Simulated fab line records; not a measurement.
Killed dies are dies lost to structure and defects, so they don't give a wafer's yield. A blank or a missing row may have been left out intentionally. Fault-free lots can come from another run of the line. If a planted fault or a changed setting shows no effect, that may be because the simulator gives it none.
fab line records	flow n5-finfet
record: lots: 24	wafers: 72	last-day: 18
route steps=1938 shown BEOL_M11@1568 BEOL_M13@1669
lots with no fault: from the same line, run without faults
start-h: start of the lot's first displayed wafer, in hours after the record's first day	wait-h: hours since the lot's step before	" identical to the entry in the row above	L1.1+2: one row covering several wafers at once	- no value present, or no start provided	* or withheld: withheld	< > ~ a bound
route shown NAME@n: NAME is a module with steps in the file, n the number in the route of the first one	usual: average and standard deviation across the fault-free wafers	same: alike in all rows	chamber/n: place in a boat	sites: readings site by site	_std_site: the standard deviation of these	_edge_site: the outer-site mean with the inner-site mean subtracted	radius-mm: how far each site lies from the wafer's centre	mask NAME#n: copy n	behind: tool/chamber where the wafer was last shaped	hold: cause of the lot's hold/its duration in hours/its outcome	device: which transistor (n, p or np) failed to switch	end of line: tests run on the same wafers once the route is complete	step lacking rows: just its recipe	killed: dies that structure and defects cost at the first sort, which is not the same as the wafer's yield	map: a wafer's dies, x killed, . not, _ none there
set.NAME: the run value of the setting; set.NAME@STEP: its run value at that earlier step	model.NAME: the simulator's own value behind a step, which no gauge read
the route's steps for a sample of lots (tables are steps, rows are wafers)
services: a tool's chamber out of use, with start hour (start-h, from the record's first day; less than 0 if before it), hours out, and reason
== steps ==
step: N5_BEOL_M11_CD_MEAS_28
recipe: target-cd-nm: 70	landing-energy-ev: 500	detector: se-inlens	polarity: opening
usual: cd-nm: 69.9/0.89
lot.wafer	tool	chamber	start-h	wait-h	cd-nm
L074.1	cd-sem-02	0	242.58	-	69.9
L074.2	"	0	"	"	70.2
L074.3	"	0	"	"	70.5
L075.1	cd-sem-01	0	255.65	-	70.2
L075.5	"	0	"	"	69.4
L075.6	"	0	"	"	69.8
L077.1	cd-sem-01	0	259.52	-	71.1
L077.5	"	0	"	"	71.5
L077.6	"	0	"	"	71.9
L076.1	cd-sem-02	0	264.77	-	69.7
L076.3	"	0	"	"	69.9
L076.4	"	0	"	"	70.3
L078.3	cd-sem-03	0	270.33	-	70.9
L078.4	"	0	"	"	70.3
L078.6	"	0	"	"	70.7
L080.1	cd-sem-01	0	273.58	-	69.5
L080.3	"	0	"	"	69.1
L080.5	"	0	"	"	69.5
L079.2	cd-sem-02	0	277.19	-	70.5
L079.3	"	0	"	"	71.5
L079.4	"	0	"	"	70.5
L081.1	cd-sem-02	0	288.69	-	71.0
L081.4	"	0	"	"	69.3
L081.6	"	0	"	"	68.8
L083.2	cd-sem-02	0	296.36	-	70.2
L083.5	"	0	"	"	69.0
L083.6	"	0	"	"	70.2
L082.1	cd-sem-03	0	296.66	-	70.2
L082.4	"	0	"	"	69.5
L082.5	"	0	"	"	70.7
L084.1	cd-sem-03	0	315.34	-	69.9
L084.4	"	0	"	"	68.4
L084.5	"	0	"	"	69.4
L085.1	cd-sem-01	0	323.17	-	68.9
L085.4	"	0	"	"	69.2
L085.6	"	0	"	"	68.6
L086.1	cd-sem-01	0	324.59	-	70.4
L086.4	"	0	"	"	69.2
L086.5	"	0	"	"	69.8
L089.1	cd-sem-01	0	328.00	-	71.4
L089.2	"	0	"	"	70.4
L089.4	"	0	"	"	71.2
L087.3	cd-sem-01	0	328.17	-	70.5
L087.4	"	0	"	"	70.6
L087.6	"	0	"	"	70.4
L088.1	cd-sem-03	0	334.61	-	68.6
L088.2	"	0	"	"	69.0
L088.6	"	0	"	"	68.2
L090.1	cd-sem-02	0	346.52	-	69.0
L090.2	"	0	"	"	69.4
L090.3	"	0	"	"	69.2
L091.1	cd-sem-03	0	350.30	-	69.5
L091.4	"	0	"	"	68.3
L091.6	"	0	"	"	68.7
L092.1	cd-sem-01	0	350.46	-	71.1
L092.2	"	0	"	"	70.6
L092.3	"	0	"	"	70.3
L094.1	cd-sem-03	0	359.43	-	70.1
L094.4	"	0	"	"	70.6
L094.6	"	0	"	"	70.2
L093.3	cd-sem-03	0	370.98	-	70.3
L093.4	"	0	"	"	70.3
L093.6	"	0	"	"	70.6
L095.2	cd-sem-02	0	373.85	-	68.7
L095.3	"	0	"	"	68.2
L095.6	"	0	"	"	69.1
L096.1	cd-sem-03	0	376.77	-	68.4
L096.2	"	0	"	"	68.4
L096.5	"	0	"	"	69.5
L097.1	cd-sem-03	0	376.93	-	69.4
L097.4	"	0	"	"	69.5
L097.6	"	0	"	"	69.4
step: N5_BEOL_M11_OVL_MEAS_29
recipe: points-per-wafer: 44
usual: V10_OVL: -0.5/0.77
lot.wafer	tool	chamber	start-h	wait-h	V10_OVL[nm]
L074.1	overlay-01	0	242.61	0.0	-1.8
L074.2	"	0	"	"	-1.4
L074.3	"	0	"	"	-1.3
L075.1	overlay-02	0	255.68	0.0	-0.1
L075.5	"	0	"	"	0.1
L075.6	"	0	"	"	-0.3
L077.1	overlay-01	0	259.55	0.0	-1.2
L077.5	"	0	"	"	-0.2
L077.6	"	0	"	"	0.5
L076.1	overlay-02	0	264.80	0.0	0.9
L076.3	"	0	"	"	1.1
L076.4	"	0	"	"	0.8
L078.3	overlay-01	0	270.36	0.0	-1.2
L078.4	"	0	"	"	-0.3
L078.6	"	0	"	"	-0.8
L080.1	overlay-01	0	273.61	0.0	0.5
L080.3	"	0	"	"	0.9
L080.5	"	0	"	"	-0.4
L079.2	overlay-02	0	277.22	0.0	-0.7
L079.3	"	0	"	"	-0.6
L079.4	"	0	"	"	-0.3
L081.1	overlay-02	0	288.72	0.0	-0.6
L081.4	"	0	"	"	-1.0
L081.6	"	0	"	"	-0.4
L083.2	overlay-01	0	296.39	0.0	-1.3
L083.5	"	0	"	"	-0.7
L083.6	"	0	"	"	-2.2
L082.1	overlay-01	0	296.69	0.0	-0.5
L082.4	"	0	"	"	-0.8
L082.5	"	0	"	"	0.3
L084.1	overlay-01	0	315.37	0.0	-1.1
L084.4	"	0	"	"	-0.2
L084.5	"	0	"	"	-1.1
L085.1	overlay-01	0	323.20	0.0	-0.3
L085.4	"	0	"	"	-1.1
L085.6	"	0	"	"	-1.8
L086.1	overlay-01	0	324.62	0.0	-0.1
L086.4	"	0	"	"	-0.4
L086.5	"	0	"	"	-1.2
L089.1	overlay-01	0	328.03	0.0	-0.4
L089.2	"	0	"	"	0.1
L089.4	"	0	"	"	-0.4
L087.3	overlay-02	0	328.20	0.0	-0.8
L087.4	"	0	"	"	-0.4
L087.6	"	0	"	"	0.5
L088.1	overlay-01	0	334.64	0.0	-0.1
L088.2	"	0	"	"	0.2
L088.6	"	0	"	"	-0.3
L090.1	overlay-02	0	346.55	0.0	-2.3
L090.2	"	0	"	"	-2.3
L090.3	"	0	"	"	-0.8
L091.1	overlay-02	0	350.33	0.0	0.0
L091.4	"	0	"	"	-0.5
L091.6	"	0	"	"	0.8
L092.1	overlay-01	0	350.49	0.0	-0.6
L092.2	"	0	"	"	-0.3
L092.3	"	0	"	"	1.4
L094.1	overlay-02	0	359.46	0.0	-0.7
L094.4	"	0	"	"	-0.8
L094.6	"	0	"	"	-0.3
L093.3	overlay-01	0	371.01	0.0	-0.4
L093.4	"	0	"	"	-0.2
L093.6	"	0	"	"	-0.6
L095.2	overlay-01	0	373.88	0.0	0.3
L095.3	"	0	"	"	-1.2
L095.6	"	0	"	"	-0.1
L096.1	overlay-01	0	376.80	0.0	-1.1
L096.2	"	0	"	"	0.4
L096.5	"	0	"	"	-0.1
L097.1	overlay-02	0	376.96	0.0	-2.8
L097.4	"	0	"	"	-1.2
L097.6	"	0	"	"	-0.8
step: N5_BEOL_M11_DESCUM_33
recipe: chemistry: O2	time-s: 7.9	source-power-w: 50	bias-power-w: 20	pressure-mtorr: 20	rf-frequency-hz: 2.712e+07	temp-c: 40	resist: CAR-ArF	o2-flow-sccm: 225
usual: drypump-motor-current-A: 5.7/0.35	oes-product-au: 0.78/0.081	rf-vpp-V: 243.1/1.5	showerhead-plenum-p-Torr: 2.09/0.079	throttle-valve-pct: 20.45/0.29
lot.wafer	tool	chamber	start-h	wait-h	drypump-motor-current-A	oes-product-au	rf-hours-counter-h	rf-vpp-V	showerhead-plenum-p-Torr	throttle-valve-pct
L074.1	rie-diel-06	3	243.08	0.4	5.3	0.94	19	246.1	2.23	20.00
L074.2	"	0	"	"	5.7	0.79	124	245.3	2.19	20.46
L074.3	"	1	"	"	5.9	0.75	154	242.5	1.94	20.96
L075.1	rie-diel-02	2	255.74	0.0	5.4	0.76	136	241.4	2.01	20.35
L075.5	"	3	"	"	5.5	0.73	-	243.6	2.08	20.57
L075.6	"	2	"	"	5.4	0.75	-	242.4	2.01	20.36
L077.1	rie-diel-02	3	259.61	0.0	5.5	0.74	186	241.4	2.08	20.57
L077.5	"	0	"	"	5.4	0.97	-	244.1	2.14	20.06
L077.6	"	1	"	"	6.3	0.77	-	244.4	2.20	20.83
L076.1	rie-diel-05	1	264.98	0.2	5.2	0.85	49	241.7	2.04	20.38
L076.3	"	2	"	"	6.1	0.69	229	243.5	2.15	20.26
L076.4	"	3	"	"	5.5	0.88	41	241.3	2.04	20.25
L078.3	rie-diel-06	0	270.51	0.1	5.8	0.79	131	246.5	2.18	20.47
L078.4	"	2	"	"	5.9	0.72	191	242.7	2.00	20.83
L078.6	"	2	"	"	5.9	0.71	-	240.1	2.00	20.82
L080.1	rie-diel-05	3	273.67	0.0	5.6	0.88	43	242.7	2.04	20.25
L080.3	"	0	"	"	6.1	0.71	190	244.2	2.07	20.40
L080.5	"	3	"	"	5.6	0.88	-	242.1	2.04	20.23
L079.2	rie-diel-05	3	277.39	0.1	5.6	0.88	44	242.1	2.04	20.25
L079.3	"	0	"	"	6.1	0.70	191	242.0	2.07	20.41
L079.4	"	1	"	"	5.2	0.84	52	242.1	2.03	20.37
L081.1	rie-diel-05	0	288.78	0.0	6.2	0.71	195	241.4	2.07	20.41
L081.4	"	1	"	"	5.2	0.84	55	243.1	2.03	20.38
L081.6	"	2	"	"	6.0	0.69	-	241.9	2.15	20.27
L083.2	rie-diel-06	1	297.18	0.8	5.9	0.74	170	240.2	1.93	21.00
L083.5	"	0	"	"	5.7	0.79	-	244.5	2.18	20.51
L083.6	"	3	"	"	5.3	0.91	-	245.2	2.22	20.03
L082.1	rie-diel-02	2	297.23	0.5	5.5	0.75	149	241.1	2.01	20.39
L082.4	"	3	"	"	5.5	0.72	198	243.7	2.07	20.61
L082.5	"	2	"	"	5.5	0.75	-	242.8	2.01	20.39
L084.1	rie-diel-02	1	315.43	0.0	6.3	0.76	140	245.6	2.19	20.86
L084.4	"	2	"	"	5.5	0.75	154	242.7	2.01	20.38
L084.5	"	0	"	"	5.4	0.91	-	242.7	2.13	20.09
L085.1	rie-diel-05	3	323.26	0.0	5.6	0.85	58	241.9	2.03	20.28
L085.4	"	2	"	"	6.1	0.68	246	243.2	2.15	20.28
L085.6	"	1	"	"	5.2	0.82	-	241.2	2.03	20.40
L086.1	rie-diel-02	0	324.72	0.1	5.4	0.90	22	243.6	2.13	20.09
L086.4	"	2	"	"	5.5	0.74	156	243.0	2.01	20.39
L086.5	"	1	"	"	6.3	0.75	-	244.2	2.19	20.87
L089.1	rie-diel-05	1	328.09	0.0	5.2	0.82	67	242.6	2.03	20.38
L089.2	"	3	"	"	5.6	0.85	60	241.9	2.03	20.28
L089.4	"	0	"	"	6.2	0.70	201	241.7	2.07	20.41
L087.3	rie-diel-02	3	328.76	0.5	5.5	0.71	207	242.8	2.07	20.60
L087.4	"	1	"	"	6.3	0.75	143	244.5	2.19	20.88
L087.6	"	0	"	"	5.4	0.90	-	244.3	2.13	20.10
L088.1	rie-diel-06	1	334.70	0.0	5.9	0.72	182	239.5	1.93	21.01
L088.2	"	3	"	"	5.3	0.89	47	244.7	2.21	20.06
L088.6	"	3	"	"	5.3	0.88	-	245.7	2.22	20.05
L090.1	rie-diel-05	0	347.06	0.5	6.1	0.69	209	243.6	2.07	20.43
L090.2	"	3	"	"	5.5	0.84	68	242.9	2.03	20.32
L090.3	"	1	"	"	5.2	0.81	74	241.3	2.03	20.41
L091.1	rie-diel-06	0	350.38	0.0	5.7	0.76	157	245.6	2.17	20.50
L091.4	"	3	"	"	5.3	0.88	52	244.9	2.21	20.04
L091.6	"	2	"	"	5.9	0.69	-	242.6	1.99	20.85
L092.1	rie-diel-02	3	350.55	0.0	5.5	0.71	214	241.3	2.07	20.62
L092.2	"	2	"	"	5.5	0.74	165	242.4	2.00	20.41
L092.3	"	1	"	"	6.3	0.75	151	244.4	2.19	20.89
L094.1	rie-diel-02	0	359.52	0.0	5.4	0.88	33	244.4	2.13	20.11
L094.4	"	3	"	"	5.5	0.71	-	242.3	2.07	20.62
L094.6	"	2	"	"	5.5	0.73	-	242.1	2.00	20.42
L093.3	rie-diel-05	2	371.48	0.5	6.0	0.95	4	243.8	2.14	19.89
L093.4	"	2	"	"	6.0	0.96	-	244.2	2.14	19.88
L093.6	"	1	"	"	5.2	0.80	-	243.0	2.02	20.43
L095.2	rie-diel-02	0	373.94	0.0	5.4	0.88	37	243.8	2.13	20.12
L095.3	"	3	"	"	5.5	0.71	221	242.3	2.07	20.64
L095.6	"	3	"	"	5.4	0.71	-	243.0	2.07	20.64
L096.1	rie-diel-06	0	376.85	0.0	5.7	0.76	165	245.7	2.17	20.54
L096.2	"	1	"	"	6.0	0.72	195	241.0	1.92	21.03
L096.5	"	3	"	"	5.3	0.87	-	243.5	2.21	20.06
L097.1	rie-diel-02	1	377.02	0.0	6.3	0.75	154	245.4	2.19	20.89
L097.4	"	0	"	"	5.4	0.87	39	243.9	2.13	20.11
L097.6	"	3	"	"	5.5	0.71	-	241.9	2.07	20.62
step: N5_BEOL_M13_CD_MEAS_10
recipe: target-cd-nm: 190	landing-energy-ev: 500	detector: se-inlens	polarity: opening
usual: cd-nm: 189.1/1.2
lot.wafer	tool	chamber	start-h	wait-h	cd-nm
L074.1	cd-sem-02	0	256.07	-	189.7
L074.2	"	0	"	"	188.5
L074.3	"	0	"	"	188.1
L075.1	cd-sem-03	0	264.04	-	191.1
L075.5	"	0	"	"	190.6
L075.6	"	0	"	"	191.8
L077.1	cd-sem-02	0	268.50	-	186.4
L077.5	"	0	"	"	187.6
L077.6	"	0	"	"	187.6
L076.1	cd-sem-01	0	275.02	-	188.9
L076.3	"	0	"	"	187.7
L076.4	"	0	"	"	187.7
L078.3	cd-sem-02	0	280.48	-	193.0
L078.4	"	0	"	"	191.7
L078.6	"	0	"	"	192.3
L080.1	cd-sem-01	0	285.49	-	189.3
L080.3	"	0	"	"	187.8
L080.5	"	0	"	"	187.1
L079.2	cd-sem-01	0	286.60	-	187.1
L079.3	"	0	"	"	187.4
L079.4	"	0	"	"	187.2
L081.1	cd-sem-03	0	296.78	-	187.5
L081.4	"	0	"	"	188.5
L081.6	"	0	"	"	187.5
L083.2	cd-sem-03	0	309.69	-	188.6
L083.5	"	0	"	"	188.1
L083.6	"	0	"	"	188.0
L082.1	cd-sem-01	0	310.23	-	188.4
L082.4	"	0	"	"	187.7
L082.5	"	0	"	"	187.7
L084.1	cd-sem-02	0	327.05	-	189.0
L084.4	"	0	"	"	189.3
L084.5	"	0	"	"	189.7
L085.1	cd-sem-03	0	335.24	-	190.3
L085.4	"	0	"	"	188.9
L085.6	"	0	"	"	190.1
L089.1	cd-sem-02	0	338.17	-	189.0
L089.2	"	0	"	"	190.1
L089.4	"	0	"	"	189.1
L086.1	cd-sem-01	0	338.33	-	191.3
L086.4	"	0	"	"	189.6
L086.5	"	0	"	"	190.0
L087.3	cd-sem-03	0	338.71	-	189.4
L087.4	"	0	"	"	188.7
L087.6	"	0	"	"	188.6
L088.1	cd-sem-03	0	343.01	-	188.7
L088.2	"	0	"	"	188.5
L088.6	"	0	"	"	188.0
L090.1	cd-sem-02	0	356.94	-	189.4
L090.2	"	0	"	"	190.1
L090.3	"	0	"	"	189.1
L091.1	cd-sem-01	0	363.48	-	189.9
L091.4	"	0	"	"	189.6
L091.6	"	0	"	"	189.2
L092.1	cd-sem-01	0	369.08	-	188.9
L092.2	"	0	"	"	188.7
L092.3	"	0	"	"	189.5
L094.1	cd-sem-03	0	369.64	-	190.1
L094.4	"	0	"	"	189.7
L094.6	"	0	"	"	190.3
L093.3	cd-sem-03	0	385.71	-	189.9
L093.4	"	0	"	"	189.7
L093.6	"	0	"	"	189.8
L095.2	cd-sem-02	0	389.33	-	189.1
L095.3	"	0	"	"	189.4
L095.6	"	0	"	"	188.8
L096.1	cd-sem-01	0	397.85	-	188.6
L096.2	"	0	"	"	189.2
L096.5	"	0	"	"	189.1
L097.1	cd-sem-03	0	404.60	-	190.6
L097.4	"	0	"	"	189.8
L097.6	"	0	"	"	190.1
step: N5_BEOL_M13_CD_MEAS_17
recipe: target-cd-nm: 190	polarity: opening
usual: cd-nm: 189.3/1.5
lot.wafer	tool	chamber	start-h	wait-h	cd-nm
L074.1	cd-sem-01	-	256.69	0.0	189.3
L074.2	"	-	"	"	189.1
L074.3	"	-	"	"	188.0
L075.1	cd-sem-02	-	264.66	0.0	190.8
L075.5	"	-	"	"	190.6
L075.6	"	-	"	"	191.9
L077.1	cd-sem-03	-	269.12	0.0	186.7
L077.5	"	-	"	"	189.0
L077.6	"	-	"	"	188.4
L076.1	cd-sem-01	-	275.64	0.0	190.4
L076.3	"	-	"	"	188.2
L076.4	"	-	"	"	187.9
L078.3	cd-sem-03	-	281.11	0.0	192.0
L078.4	"	-	"	"	190.7
L078.6	"	-	"	"	191.7
L080.1	cd-sem-01	-	286.10	0.0	190.3
L080.3	"	-	"	"	185.9
L080.5	"	-	"	"	187.2
L079.2	cd-sem-03	-	287.54	0.0	187.7
L079.3	"	-	"	"	187.1
L079.4	"	-	"	"	186.9
L081.1	cd-sem-01	-	297.91	0.0	187.5
L081.4	"	-	"	"	187.2
L081.6	"	-	"	"	187.9
L083.2	cd-sem-03	-	310.31	0.0	187.5
L083.5	"	-	"	"	188.4
L083.6	"	-	"	"	187.4
L082.1	cd-sem-01	-	310.84	0.0	188.0
L082.4	"	-	"	"	186.2
L082.5	"	-	"	"	187.9
L084.1	cd-sem-02	-	327.66	0.0	189.2
L084.4	"	-	"	"	189.2
L084.5	"	-	"	"	190.2
L085.1	cd-sem-01	-	336.02	0.0	190.8
L085.4	"	-	"	"	189.0
L085.6	"	-	"	"	190.9
L089.1	cd-sem-03	-	338.79	0.0	188.8
L089.2	"	-	"	"	190.5
L089.4	"	-	"	"	188.3
L086.1	cd-sem-03	-	339.07	0.0	191.0
L086.4	"	-	"	"	189.6
L086.5	"	-	"	"	190.2
L087.3	cd-sem-01	-	339.59	0.0	189.8
L087.4	"	-	"	"	189.0
L087.6	"	-	"	"	189.7
L088.1	cd-sem-02	-	344.01	0.0	189.7
L088.2	"	-	"	"	188.7
L088.6	"	-	"	"	188.5
L090.1	cd-sem-03	-	357.71	0.0	189.9
L090.2	"	-	"	"	191.3
L090.3	"	-	"	"	189.9
L091.1	cd-sem-02	-	364.10	0.0	190.0
L091.4	"	-	"	"	190.2
L091.6	"	-	"	"	191.3
L092.1	cd-sem-02	-	369.91	0.0	190.5
L092.2	"	-	"	"	188.1
L092.3	"	-	"	"	190.1
L094.1	cd-sem-02	-	370.26	0.0	191.9
L094.4	"	-	"	"	191.2
L094.6	"	-	"	"	191.2
L093.3	cd-sem-03	-	386.32	0.0	191.7
L093.4	"	-	"	"	190.0
L093.6	"	-	"	"	190.1
L095.2	cd-sem-03	-	389.95	0.0	189.7
L095.3	"	-	"	"	189.3
L095.6	"	-	"	"	189.4
L096.1	cd-sem-01	-	398.47	0.0	188.7
L096.2	"	-	"	"	189.2
L096.5	"	-	"	"	190.5
L097.1	cd-sem-03	-	405.22	0.0	190.4
L097.4	"	-	"	"	190.6
L097.6	"	-	"	"	190.4
step: N5_BEOL_M13_ETCH_68
recipe: chemistry: N2/H2	target: SOC	mask-material: SiARC	source-w: 3000	bias-w: 350	temp-c: 40	time-s: 355	ion-energy-ev: 200	pressure-mtorr: 30	n2-flow-sccm: 200	h2-flow-sccm: 200
usual: drypump-motor-current-A: 5.7/0.32	oes-product-au: 0.78/0.079	rf-vpp-V: 523/3.7	showerhead-plenum-p-Torr: 2.52/0.12	throttle-valve-pct: 17.9/0.33
lot.wafer	tool	chamber	start-h	wait-h	drypump-motor-current-A	oes-product-au	rf-hours-counter-h	rf-vpp-V	showerhead-plenum-p-Torr	throttle-valve-pct
L074.1	rie-diel-06	1	257.30	0.1	5.9	0.75	158	518	2.34	18.2
L074.2	"	0	"	"	5.7	0.79	127	526	2.67	18.0
L074.3	"	2	"	"	5.8	0.71	187	520	2.43	18.2
L075.1	rie-diel-06	0	265.62	0.1	5.7	0.78	130	527	2.67	17.9
L075.5	"	3	"	"	5.3	0.92	-	529	2.69	17.3
L075.6	"	2	"	"	5.9	0.71	-	521	2.43	18.2
L077.1	rie-diel-02	3	269.84	0.1	5.5	0.73	190	524	2.52	18.0
L077.5	"	2	"	"	5.5	0.76	-	520	2.44	17.6
L077.6	"	1	"	"	6.3	0.78	-	528	2.67	18.1
L076.1	rie-diel-06	2	276.24	0.1	5.9	0.71	192	521	2.42	18.2
L076.3	"	0	"	"	5.8	0.79	133	529	2.66	17.9
L076.4	"	3	"	"	5.3	0.91	29	530	2.69	17.3
L078.3	rie-diel-06	2	281.82	0.1	5.9	0.70	194	519	2.42	18.2
L078.4	"	1	"	"	5.9	0.73	165	519	2.34	18.2
L078.6	"	0	"	"	5.8	0.78	-	528	2.66	18.0
L080.1	rie-diel-02	0	286.87	0.1	5.4	0.93	11	526	2.59	17.4
L080.3	"	1	"	"	6.3	0.76	132	528	2.67	18.2
L080.5	"	2	"	"	5.5	0.75	-	520	2.44	17.6
L079.2	rie-diel-02	3	288.26	0.1	5.6	0.73	195	525	2.52	17.9
L079.3	"	1	"	"	6.3	0.76	133	527	2.67	18.2
L079.4	"	2	"	"	5.5	0.75	147	522	2.44	17.6
L081.1	rie-diel-06	3	298.63	0.1	5.3	0.90	37	530	2.69	17.3
L081.4	"	1	"	"	5.9	0.73	170	519	2.33	18.2
L081.6	"	0	"	"	5.7	0.78	-	526	2.66	18.0
L083.2	rie-diel-05	1	311.05	0.1	5.2	0.84	62	522	2.47	17.7
L083.5	"	2	"	"	6.1	0.68	-	524	2.61	17.6
L083.6	"	1	"	"	5.2	0.84	-	521	2.47	17.7
L082.1	rie-diel-05	2	311.60	0.1	6.0	0.68	244	526	2.61	17.6
L082.4	"	3	"	"	5.6	0.86	55	523	2.48	17.8
L082.5	"	0	"	"	6.1	0.71	-	524	2.52	17.9
L084.1	rie-diel-06	1	328.39	0.1	5.9	0.74	180	518	2.33	18.2
L084.4	"	0	"	"	5.7	0.77	-	528	2.66	18.0
L084.5	"	3	"	"	5.3	0.89	-	528	2.69	17.3
L085.1	rie-diel-05	0	336.64	0.1	6.2	0.69	204	524	2.52	17.8
L085.4	"	3	"	"	5.5	0.85	-	522	2.48	17.8
L085.6	"	0	"	"	6.2	0.70	-	523	2.52	17.9
L089.1	rie-diel-02	2	339.53	0.1	5.5	0.74	161	521	2.43	17.7
L089.2	"	3	"	"	5.5	0.71	210	522	2.52	18.0
L089.4	"	0	"	"	5.4	0.90	25	526	2.59	17.4
L086.1	rie-diel-05	3	339.90	0.1	5.6	0.85	64	522	2.48	17.8
L086.4	"	1	"	"	5.2	0.82	-	524	2.47	17.7
L086.5	"	3	"	"	5.6	0.85	-	521	2.48	17.8
L087.3	rie-diel-02	1	340.45	0.1	6.3	0.75	147	527	2.66	18.2
L087.4	"	3	"	"	5.5	0.71	210	524	2.52	18.0
L087.6	"	3	"	"	5.5	0.71	-	523	2.52	18.0
L088.1	rie-diel-06	0	344.69	0.1	5.8	0.76	155	527	2.65	18.0
L088.2	"	3	"	"	5.3	0.88	50	528	2.68	17.3
L088.6	"	0	"	"	5.7	0.76	-	528	2.65	18.0
L090.1	rie-diel-06	0	358.43	0.1	5.8	0.75	159	528	2.65	18.0
L090.2	"	1	"	"	6.0	0.72	190	518	2.33	18.2
L090.3	"	2	"	"	5.9	0.69	216	521	2.41	18.2
L091.1	rie-diel-05	0	364.70	0.1	6.2	0.69	217	523	2.51	17.9
L091.4	"	1	"	"	5.2	0.81	-	521	2.46	17.8
L091.6	"	2	"	"	6.0	0.98	-	526	2.61	17.1
L092.1	rie-diel-06	0	370.53	0.1	5.7	0.76	163	526	2.65	18.0
L092.2	"	2	"	"	5.9	0.68	219	520	2.41	18.2
L092.3	"	1	"	"	5.9	0.71	193	518	2.33	18.2
L094.1	rie-diel-06	1	371.08	0.1	5.9	0.72	193	517	2.33	18.2
L094.4	"	3	"	"	5.3	0.86	57	527	2.68	17.4
L094.6	"	2	"	"	5.9	0.69	-	521	2.41	18.2
L093.3	rie-diel-06	2	387.04	0.1	5.9	0.69	224	521	2.41	18.2
L093.4	"	3	"	"	5.3	0.86	62	529	2.68	17.4
L093.6	"	3	"	"	5.3	0.86	-	529	2.68	17.4
L095.2	rie-diel-06	2	390.67	0.1	5.9	0.69	225	521	2.41	18.3
L095.3	"	0	"	"	5.8	0.75	168	528	2.65	18.0
L095.6	"	3	"	"	5.3	0.86	-	528	2.68	17.4
L096.1	rie-diel-02	3	399.19	0.1	5.5	0.69	228	523	2.51	18.0
L096.2	"	1	"	"	6.3	0.74	159	529	2.66	18.2
L096.5	"	3	"	"	5.5	0.70	-	523	2.51	18.0
L097.1	rie-diel-06	3	406.27	0.1	5.3	0.85	67	527	2.68	17.4
L097.4	"	1	"	"	6.0	0.72	202	518	2.32	18.2
L097.6	"	2	"	"	5.9	0.68	-	520	2.41	18.3
== services ==
tool	chamber	start-h	hours	kind
rie-diel-02	0	219.73	-	clean
rie-diel-02	0	219.73	-	consumable-replace:focus-ring
rie-diel-02	1	234.79	10.1	repair
rie-diel-05	0	290.58	14.1	repair
rie-diel-06	2	323.89	4.5	repair
rie-diel-05	2	335.81	-	clean
rie-diel-05	2	335.81	-	consumable-replace:focus-ring
rie-diel-05	2	335.81	25.0	scheduled-down
rie-diel-05	2	335.81	25.0	vent-cycle
rie-diel-02	1	351.37	14.6	repair
rie-diel-05	3	356.99	15.0	repair
rie-diel-05	1	391.04	3.1	repair
rie-diel-05	0	394.11	18.5	repair
== key ==
fault none
